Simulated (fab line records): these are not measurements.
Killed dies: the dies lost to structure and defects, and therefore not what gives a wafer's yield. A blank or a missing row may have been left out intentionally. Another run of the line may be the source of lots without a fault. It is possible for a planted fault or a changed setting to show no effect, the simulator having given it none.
Comparing a struck lot with a sound one -- flow n5Finfet -- 42 steps out of a route of 1938
Sound: wafers L452.2, L452.3, L452.4. Struck: wafers L467.1, L467.6. (L467.2 of the same lot was not struck and is left out.) The cause comes at the end.
Per side, at each step with rows, come the tool, then ch with its chambers, and then its first start. Under that, the readings that differ: sound wafers -- struck wafers -- difference of the means -- sigmas: that difference in standard deviations of wafers without a fault.
alike: a reading whose means differ by less than 2 such deviations, as well as words and numbers matching on both sides. not compared: withheld readings; readings where some wafer has no value; bounds like >300 that might hide an equal value; numbers whose values overlap and for which the record gives no deviation.
The two part at a step that has a row with sigmas, a row that says differs or no value, or rows on one side only. Non-overlapping numbers with no deviation appear without sigmas and do not part them. Lack of a reading on every wafer of one side parts them only where that side has two or more wafers.

first, 10 steps without rows for these wafers: N5_STI_FIN_REVEAL_PRECLEAN_18 (cleans in SC2, time 45 s); N5_STI_FIN_REVEAL_SRD_28 (time 30 s); N5_DUMMY_GATE_PRECLEAN_00 (cleans in O3/DIW, time 60 s); N5_DUMMY_GATE_SRD_01 (time 30 s); N5_DUMMY_GATE_ALD_02 (deposits SiO2, target thk 2 nm, pulse time 1 s); N5_DUMMY_GATE_CVD_03 (deposits a-Si from SiH4, target thk 150 nm, time 8042 s); N5_DUMMY_GATE_PRECLEAN_46 (cleans in DIW, time 89.5 s); N5_DUMMY_GATE_SRD_47 (dry time 32 s); N5_DUMMY_GATE_CMP_04 (polishes a-Si); N5_DUMMY_GATE_HM_DEP_06 (deposits SiNx from DCS/NH3, target thk 80 nm, time 5141 s).
N5_DUMMY_GATE_PECVD_30: deposits SiO2 from TEOS/O2, target thk 55 nm, time 10.8 s.
  sound on pecvd-02 ch 1,2, day 3 21:53; struck on pecvd-02 ch 1,2, day 7 16:16
then, 9 steps without rows for these wafers: N5_DUMMY_GATE_COAT_34 (time 60 s, resist thk 60 nm); N5_DUMMY_GATE_COAT_35 (time 60 s, resist thk 10 nm); N5_DUMMY_GATE_COAT_28 (time 60 s, resist thk 10 nm); N5_DUMMY_GATE_COAT_09 (resist thk 30 nm); N5_DUMMY_GATE_EBR_11; N5_DUMMY_GATE_SOFTBAKE_10 (time 60 s); N5_DUMMY_GATE_EXPOSE_12 (exposes mask GATE, target cd 25 nm); N5_DUMMY_GATE_PEB_13 (peb time 60 s); N5_DUMMY_GATE_DEVELOP_14 (develop time 30 s).
N5_DUMMY_GATE_INSPECT_17: inspects for defects (brightfield).
  sound on defectInspect-02, day 3 22:27; struck on defectInspect-02, day 7 16:49
reading,sound,struck,difference,sigmas
rawDefectCount,172 243 177,843 778,+613,+10
then, 15 steps without rows for these wafers: N5_DUMMY_GATE_DESCUM_20 (chemistry O2, time 6.2 s); N5_DUMMY_GATE_ETCH_29 (etches underlayer in N2/H2, target depth 13 nm); N5_DUMMY_GATE_ETCH_36 (etches SiARC in CF4, target depth 13 nm); N5_DUMMY_GATE_ETCH_37 (etches SOC in N2/H2, target depth 60 nm, overetch 30 nm); N5_DUMMY_GATE_STRIP_38 (strips in N2/H2); N5_DUMMY_GATE_STRIP_39 (strips in N2/H2); N5_DUMMY_GATE_TRIM_49 (chemistry O2, time 29 s, target cd 14 nm); N5_DUMMY_GATE_STRIP_40 (strips in CF4); N5_DUMMY_GATE_ETCH_31 (etches SiO2 in C4F6/O2, target depth 82.5 nm, time 27.5 s); N5_DUMMY_GATE_STRIP_41 (strips in O2); N5_DUMMY_GATE_HM_OPEN_21 (chemistry CH3F/O2, target SiNx, target depth 120 nm, time 171.4 s); N5_DUMMY_GATE_ETCH_32 (etches SiO2 in CF4, target depth 3.5 nm, time 3.9 s); N5_DUMMY_GATE_ETCH_23 (etches poly-Si in HBr/Cl2/O2, target depth 41 nm, time 22.3 s); N5_DUMMY_GATE_ETCH_44 (etches poly-Si in HBr/O2, stops on SiO2, target depth 127.5 nm); N5_DUMMY_GATE_ETCH_42 (etches SiO2 in CHF3/O2, target depth 3.5 nm, time 31 s).
N5_DUMMY_GATE_INSPECT_27: inspects for defects (brightfield).
  sound on defectInspect-02, day 3 23:53; struck on defectInspect-02, day 7 18:13
reading,sound,struck,difference,sigmas
rawDefectCount,273 380 261,972 904,+633,+7
N5_SPACER0_INSPECT_04: inspects for defects (darkfield).
  sound on defectInspect-01, day 4 00:29; struck on defectInspect-01, day 7 19:11
reading,sound,struck,difference,sigmas
rawDefectCount,130 162 113,770 739,+620,+17
N5_SD_EPI_N_INSPECT_11: inspects for defects (macro).
  sound on defectInspect-02, day 4 00:57; struck on defectInspect-01, day 7 19:31
reading,sound,struck,difference,sigmas
rawDefectCount,3 3 3,>300 >300,differs,
N5_SD_EPI_N_INSPECT_26: inspects for defects (darkfield).
  sound on defectInspect-02, day 4 05:44; struck on defectInspect-02, day 7 23:34
reading,sound,struck,difference,sigmas
rawDefectCount,186 224 169,828 778,+610,+15
-- the record jumps here: 5 days lie between the struck wafers' starts before and after (it left off in module SD_EPI_N and takes up again in module BEOL_M4, whose first step shown is number 1111 of the route) --
N5_BEOL_M4_RC_MEAS_101:
  sound on prober-01 ch 0, day 9 13:08; struck on prober-01 ch 0, day 12 11:44
  alike: DIBL_N, DIBL_P, IOFF_N, IOFF_P, ION_N, ION_P, SS_N, SS_P, VT_N, VT_P
-- a jump in the record: the struck wafers' starts before and after are 4 days apart (it breaks off in module BEOL_M4 and resumes in module PASSIVATION, where the first step shown is number 1936 of the route) --
N5_PASSIVATION_PROBE_49:
  record: rows for the struck wafers here (prober-01, day 16 16:20), none for the sound ones

== WHERE THEY PART ==
Last at N5_PASSIVATION_PROBE_49 as far as this record goes, first at N5_DUMMY_GATE_INSPECT_17.

WHY: whatever the simulator had introduced
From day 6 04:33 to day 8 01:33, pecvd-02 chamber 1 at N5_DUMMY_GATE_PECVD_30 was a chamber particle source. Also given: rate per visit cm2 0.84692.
